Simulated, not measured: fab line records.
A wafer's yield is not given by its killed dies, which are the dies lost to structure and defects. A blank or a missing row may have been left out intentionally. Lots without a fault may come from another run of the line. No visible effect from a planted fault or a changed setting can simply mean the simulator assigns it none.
Chamber matching | flow nand harc | NHARC_A_STAIRCASE_ALD_420 on ald hk-01: 4 sister chambers
The step deposits SiO2, target thk 20 nm, pulse time 6 s, ald cycles 200. 4 wafers are shown with their chamber, then 10 later ones without.

EACH WAFER AND ITS CHAMBER
wafer  | chamber | heater power w (W)
L085.2 | 2       | 443
L085.3 | 0       | 529
L086.3 | 1       | 385
L086.4 | 3       | 469

WAFERS WITH NO CHAMBER GIVEN
wafer  | heater power w (W)
L086.6 | 428
L088.2 | 455
L088.5 | 436
L088.6 | 380
L093.2 | 523
L093.4 | 383
L093.5 | 440
L096.1 | 532
L096.3 | 458
L096.5 | 420

WHICH CHAMBER EACH ONE RAN IN
wafer  | from the rows above     | in truth
L086.6 | 2                       | 2
L088.2 | can't be placed: 2 or 3 | 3
L088.5 | 2                       | 2
L088.6 | 1                       | 1
L093.2 | 0                       | 0
L093.4 | 1                       | 1
L093.5 | 2                       | 2
L096.1 | 0                       | 0
L096.3 | can't be placed: 3 or 2 | 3
L096.5 | can't be placed: 2 or 1 | 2
Correct placement for 7 of the 10. These rows do not allow placing 3 (true chamber among the candidates in 3). Placed wrongly: 0.
How it was worked out, from the rows above alone: a wafer's distance from a chamber is the root of the sum, over the readings, of the square of ((its reading less the chamber's mean) divided by the reading's scatter). The wafer belongs to the nearest chamber; if the next one is less than 2 further off, it can't be placed. A chamber's mean is the mean of its shown wafers. The scatter: with one shown wafer a chamber, the root of the mean of the squares of how far each hidden wafer lies from its nearest shown one.
